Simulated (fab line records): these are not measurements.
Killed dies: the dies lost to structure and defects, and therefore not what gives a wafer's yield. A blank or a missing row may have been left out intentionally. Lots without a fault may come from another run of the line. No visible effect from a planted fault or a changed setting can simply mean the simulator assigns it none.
Chamber matching + flow n5_finfet + 4 sister chambers for N5_MOL_CONTACT_COAG_ETCH_59 on rie_diel-03
The step etches underlayer in N2/H2, target depth 13 nm, time 10.4 s. 4 wafers are shown with their chamber, then 11 later ones without.

== WAFERS WITH THEIR CHAMBER ==
| wafer  | chamber | drypump_motor_current_A (A) |
|--------|---------|-----------------------------|
| L085.1 | 1       | 5.4                         |
| L088.1 | 3       | 6.5                         |
| L088.5 | 2       | 4.7                         |
| L089.3 | 0       | 5.2                         |

== WAFERS WITHOUT THEIR CHAMBER ==
| wafer  | drypump_motor_current_A (A) |
|--------|-----------------------------|
| L089.5 | 4.7                         |
| L089.6 | 6.4                         |
| L091.2 | 5.4                         |
| L091.3 | 5.2                         |
| L091.5 | 5.2                         |
| L093.1 | 6.4                         |
| L093.2 | 5.4                         |
| L093.6 | 5.2                         |
| L094.3 | 5.2                         |
| L094.4 | 6.4                         |
| L094.6 | 5.2                         |

== WHICH CHAMBER EACH WENT THROUGH ==
| wafer  | from the rows above | in truth |
|--------|---------------------|----------|
| L089.5 | 2                   | 2        |
| L089.6 | 3                   | 3        |
| L091.2 | 1                   | 1        |
| L091.3 | 0                   | 0        |
| L091.5 | 0                   | 0        |
| L093.1 | 3                   | 3        |
| L093.2 | 1                   | 1        |
| L093.6 | 0                   | 0        |
| L094.3 | 0                   | 0        |
| L094.4 | 3                   | 3        |
| L094.6 | 0                   | 0        |
Correct placement for 11 of the 11. Can't be placed from these rows: 0. Number placed wrongly: 0.
How it was worked out, from the rows above alone: a wafer's distance from a chamber is the root of the sum, over the readings, of the square of ((its reading less the chamber's mean) divided by the reading's scatter). The wafer belongs to the nearest chamber; if the next one is less than 2 further off, it can't be placed. A chamber's mean is the mean of its shown wafers. The scatter: root of mean squared gap, hidden wafer to nearest shown wafer, with one shown wafer a chamber.
